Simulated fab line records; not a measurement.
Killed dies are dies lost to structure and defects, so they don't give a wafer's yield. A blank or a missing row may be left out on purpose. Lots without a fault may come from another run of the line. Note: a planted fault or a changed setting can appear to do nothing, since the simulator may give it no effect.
Matching of chambers :: flow n5Finfet :: N5_BEOL_M10_STRIP_19 on rieDiel-03: 4 sister chambers
The step strips in O2. 4 wafers are shown with their chamber, then 9 later ones without.

== WAFERS WITH THEIR CHAMBER ==
wafer: L086.1
chamber: 3
showerheadPlenumPTorr (Torr): 2.08

wafer: L086.6
chamber: 1
showerheadPlenumPTorr (Torr): 1.99

wafer: L089.3
chamber: 2
showerheadPlenumPTorr (Torr): 2.21

wafer: L089.6
chamber: 0
showerheadPlenumPTorr (Torr): 2.15

== WAFERS WHOSE CHAMBER IS MISSING ==
wafer: L091.1
showerheadPlenumPTorr (Torr): 1.99

wafer: L091.2
showerheadPlenumPTorr (Torr): 2.21

wafer: L091.6
showerheadPlenumPTorr (Torr): 2.14

wafer: L097.2
showerheadPlenumPTorr (Torr): 2.20

wafer: L097.3
showerheadPlenumPTorr (Torr): 2.14

wafer: L097.6
showerheadPlenumPTorr (Torr): 1.99

wafer: L096.3
showerheadPlenumPTorr (Torr): 2.14

wafer: L096.4
showerheadPlenumPTorr (Torr): 1.98

wafer: L096.6
showerheadPlenumPTorr (Torr): 2.20

== WHICH CHAMBER EACH WENT THROUGH ==
wafer: L091.1
from the rows above: 1
in truth: 1

wafer: L091.2
from the rows above: 2
in truth: 2

wafer: L091.6
from the rows above: 0
in truth: 0

wafer: L097.2
from the rows above: 2
in truth: 2

wafer: L097.3
from the rows above: 0
in truth: 0

wafer: L097.6
from the rows above: 1
in truth: 1

wafer: L096.3
from the rows above: 0
in truth: 0

wafer: L096.4
from the rows above: 1
in truth: 1

wafer: L096.6
from the rows above: 2
in truth: 2
Correctly placed: 9 of 9. Not placeable from these rows: 0. Number placed wrongly: 0.
How it was worked out, from the rows above alone: a wafer's distance from a chamber is the root of the sum, over the readings, of the square of ((its reading less the chamber's mean) divided by the reading's scatter). The wafer belongs to the nearest chamber; if the next one is less than 2 further off, it can't be placed. The mean given for a chamber averages the wafers shown for that chamber. The scatter: with one shown wafer a chamber, the root of the mean of the squares of how far each hidden wafer lies from its nearest shown one.
